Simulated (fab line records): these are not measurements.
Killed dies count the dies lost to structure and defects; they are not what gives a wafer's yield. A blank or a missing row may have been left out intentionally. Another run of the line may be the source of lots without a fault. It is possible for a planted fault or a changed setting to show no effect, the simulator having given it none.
Chamber matching	flow nand-harc	NHARC_A_CHANNEL_FILL_D1_ALD_25 on ald-hk-02 has 4 sister chambers
The step deposits SiOx, target thk 60 nm, pulse time 10 s, ald cycles 600. 8 wafers are shown with their chamber, then 12 later ones without.

== WAFERS PAIRED WITH THEIR CHAMBERS ==
wafer	chamber	heater-power-w (W)	precursor-pulse-height-rel
L080.3	2	597	1.001
L080.2	0	459	0.998
L080.5	2	571	0.996
L086.2	3	447	0.975
L086.5	1	489	0.996
L089.4	3	449	0.975
L089.3	1	487	1.025
L089.6	0	481	1.018

== WAFERS MISSING THEIR CHAMBER ==
wafer	heater-power-w (W)	precursor-pulse-height-rel
L091.1	529	1.055
L091.2	488	1.024
L091.5	526	0.999
L092.1	478	1.021
L092.3	540	0.990
L092.4	471	0.997
L092.2	434	1.006
L092.5	461	0.994
L092.6	484	1.002
L095.2	493	1.002
L095.5	467	0.982
L095.6	483	1.006

== WHICH CHAMBER EACH ONE RAN IN ==
wafer	from the rows above	in truth
L091.1	can't be placed: 1 or 0 or 2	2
L091.2	can't be placed: 1 or 0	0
L091.5	can't be placed: 1 or 0 or 2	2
L092.1	can't be placed: 1 or 0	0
L092.3	can't be placed: 2 or 1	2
L092.4	can't be placed: 0 or 1 or 3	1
L092.2	can't be placed: 3 or 0 or 1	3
L092.5	can't be placed: 0 or 3 or 1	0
L092.6	can't be placed: 1 or 0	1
L095.2	can't be placed: 1 or 0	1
L095.5	can't be placed: 3 or 0 or 1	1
L095.6	can't be placed: 1 or 0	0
0 of 12 placed correctly. Unplaceable from these rows: 12, with the true chamber sitting among the candidates in 12. 0 placed wrongly.
How it was worked out, from the rows above alone: a wafer's distance from a chamber is the root of the sum, over the readings, of the square of ((its reading less the chamber's mean) divided by the reading's scatter). If the next closest chamber is less than 2 further off than the closest, the wafer can't be placed; otherwise it belongs to the closest. The mean given for a chamber averages the wafers shown for that chamber. The scatter is the square root of a quotient: the sum, over the shown wafers, of each reading's squared deviation from its chamber's mean, divided by wafers minus chambers.
